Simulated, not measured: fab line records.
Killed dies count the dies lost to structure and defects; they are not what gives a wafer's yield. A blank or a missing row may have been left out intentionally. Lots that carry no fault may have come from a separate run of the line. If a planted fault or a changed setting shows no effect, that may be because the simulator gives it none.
Split-lot study + flow n5Finfet + 39 wafers read across 7 lots, on a route 1938 steps long

== SPLIT DETAILS ==
At N5_BEOL_M5_ILD_DEP_00 (deposits SiCOH lowk from DEMS/porogen, target thk 140.64 nm, time 25.9 s), the setting timeS was moved away from the recipe's 25.9 s on 12 of the 39 wafers read, by -49.0% to +56.7%. This setting was run at the recipe's value on the other wafers.

== SPLIT TO READING: what lies between them in the file, 1 step ==
- N5_BEOL_M5_CURE_79: cures SiCOH lowk, time 240 s

== THE READING ==
M5_ILD_THK (nm), taken at N5_BEOL_M5_THK_MEAS_01. A value of 120.9 nm with a standard deviation of 1.7 nm is what fault-free wafers of this fab line usually give.

| wafer  | tool, chamber at the split | timeS as run, s | against the recipe | M5_ILD_THK, nm | against lot-mates on the recipe |
|--------|----------------------------|-----------------|--------------------|----------------|---------------------------------|
| L080.1 | pecvd-02, 0                | 31.15           | +20.3%             | 144.0          | +22.7                           |
| L080.2 | pecvd-02, 1                | 25.9            | recipe             | 119.9          | -                               |
| L080.3 | pecvd-02, 0                | 31.15           | +20.3%             | 145.4          | +24.1                           |
| L080.4 | pecvd-02, 1                | 31.15           | +20.3%             | 146.1          | +24.8                           |
| L080.5 | pecvd-02, 0                | 25.9            | recipe             | 120.8          | -                               |
| L080.6 | pecvd-02, 1                | 25.9            | recipe             | 123.2          | -                               |
| L081.1 | pecvd-02, 0                | 25.9            | recipe             | 117.6          | -                               |
| L081.2 | pecvd-02, 1                | 25.9            | recipe             | 118.6          | -                               |
| L081.3 | pecvd-02, 1                | 25.9            | recipe             | 122.1          | -                               |
| L081.4 | pecvd-02, 0                | 25.9            | recipe             | 119.9          | -                               |
| L081.5 | pecvd-02, 1,0              | 25.9            | recipe             | 120.2          | -                               |
| L081.6 | pecvd-02, 1,0              | 25.9            | recipe             | 120.2          | -                               |
| L083.1 | pecvd-01, 0                | 25.9            | recipe             | 122.4          | -                               |
| L083.2 | pecvd-01, 1                | 13.2            | -49.0%             | 63.2           | -59.5                           |
| L083.3 | pecvd-01, 2                | 25.9            | recipe             | 121.7          | -                               |
| L083.4 | pecvd-01, 1,0              | 13.2            | -49.0%             | 64.7           | -58.0                           |
| L083.5 | pecvd-01, 2                | 25.9            | recipe             | 124.0          | -                               |
| L083.6 | pecvd-01, 1,0              | 13.2            | -49.0%             | 64.8           | -57.9                           |
| L085.1 | pecvd-01, 2                | 32.49           | +25.4%             | 151.3          | +30.1                           |
| L085.2 | pecvd-01, 0                | 32.49           | +25.4%             | 150.2          | +29.0                           |
| L085.3 | pecvd-01, 1                | 25.9            | recipe             | 119.8          | -                               |
| L085.4 | pecvd-01, 1                | 25.9            | recipe             | 121.9          | -                               |
| L085.5 | pecvd-01, 2                | 32.49           | +25.4%             | 153.4          | +32.2                           |
| L085.6 | pecvd-01, 0                | 25.9            | recipe             | 121.8          | -                               |
| L087.1 | pecvd-01, 0                | 25.9            | recipe             | 118.4          | -                               |
| L087.2 | pecvd-01, 1                | 25.9            | recipe             | 119.5          | -                               |
| L087.3 | pecvd-01, 2                | 25.9            | recipe             | 119.0          | -                               |
| L087.4 | pecvd-01, 1                | 25.9            | recipe             | 121.8          | -                               |
| L087.5 | pecvd-01, 0                | 25.9            | recipe             | 122.3          | -                               |
| L087.6 | pecvd-01, 2                | 25.9            | recipe             | 123.0          | -                               |
| L091.1 | pecvd-01, 0                | 25.9            | recipe             | 120.9          | -                               |
| L091.2 | pecvd-01, 2                | 40.59           | +56.7%             | 186.2          | +64.2                           |
| L091.3 | pecvd-01, 1                | 40.59           | +56.7%             | 186.9          | +64.9                           |
| L091.4 | pecvd-01, 0                | 25.9            | recipe             | 123.1          | -                               |
| L091.5 | pecvd-01, 2                | 40.59           | +56.7%             | 189.7          | +67.7                           |
| L091.6 | pecvd-01, 1                | 25.9            | recipe             | 121.9          | -                               |
| L092.1 | pecvd-01, 0                | 25.9            | recipe             | 120.1          | -                               |
| L092.4 | pecvd-01, 0                | 25.9            | recipe             | 123.7          | -                               |
| L092.6 | pecvd-01, 2                | 25.9            | recipe             | 123.1          | -                               |
Rows listing several chambers each stand for several wafers; the file does not say which wafer went through which chamber.

FIT RESULTS
A straight line over all 39 wafers: M5_ILD_THK changes by +1.17 nm for each +1% of timeS; r = +1.00; the points scatter about the line by 1.6 nm.
The same after taking each lot's own level away (the mean of its wafers on the recipe; 39 wafers): +1.18 nm for each +1%; r = +1.00; scatter 1.4 nm.
According to that fit, moving timeS by its largest amount changes the reading by 67 nm.
The span of the lots' own levels, 119.77 to 122.70 nm, comes to 1.7 times the standard deviation stated above.
Hence the lot-to-lot level has little effect on the slope; both slopes agree.
Check: for one of the wafers moved furthest among these (+56.7%), held out of the fit, the line's prediction against its lot-mates is +67.1 nm. Against them it came out at +64.2 nm.

== ADDITIONAL SPLITS CARRIED BY THESE WAFERS ==
Before the reading, these wafers also passed through other splits. Each is held against what the fit with the lots' levels taken away leaves over:
| other split on the same wafers         | wafers away from the commonest value | r with M5_ILD_THK (lot level and that fit taken away) |
|----------------------------------------|--------------------------------------|-------------------------------------------------------|
| N5_FIN_SAQP_ETCH_65 timeS              | 12                                   | -0.11                                                 |
| N5_SD_EPI_N_ETCH_45 targetDepthA       | 18                                   | -0.05                                                 |
| N5_MOL_CONTACT_COAG_CVD_140 targetThkA | 12                                   | +0.18                                                 |
| N5_BEOL_M0_SAQP_PECVD_96 timeS         | 15                                   | +0.05                                                 |
| N5_BEOL_M1_DEP_57 targetThkA           | 15                                   | +0.07                                                 |
| N5_BEOL_M4_VIA_ETCH_34 targetDepthA    | 15                                   | -0.05                                                 |

== THE WHOLE CHAIN: every reading that the file lists as answering this split, in the file's order ==
| step                   | what it does                                                             | reading                                                                                 | change (the file's fit)              | r (the file's) |
|------------------------|--------------------------------------------------------------------------|-----------------------------------------------------------------------------------------|--------------------------------------|----------------|
| N5_BEOL_M5_ILD_DEP_00  | deposits SiCOH lowk from DEMS/porogen, target thk 140.64 nm, time 25.9 s | SiCOH_lowk_of_BEOL_M5_ILD_DEP_00.thkNm (the simulator's own value, which no gauge read) | +1.35 nm for each +1% of the setting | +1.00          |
| N5_BEOL_M5_CURE_79     | cures SiCOH lowk, time 240 s                                             | SiCOH_lowk_of_BEOL_M5_ILD_DEP_00.thkNm (the simulator's own value, which no gauge read) | +1.17 nm for each +1% of the setting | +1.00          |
| N5_BEOL_M5_THK_MEAS_01 |                                                                          | M5_ILD_THK                                                                              | +1.17 for each +1% of the setting    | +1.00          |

== FILE'S OWN FIT ==
M5_ILD_THK changes by +1.17 nm for each +1% of timeS, r = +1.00.
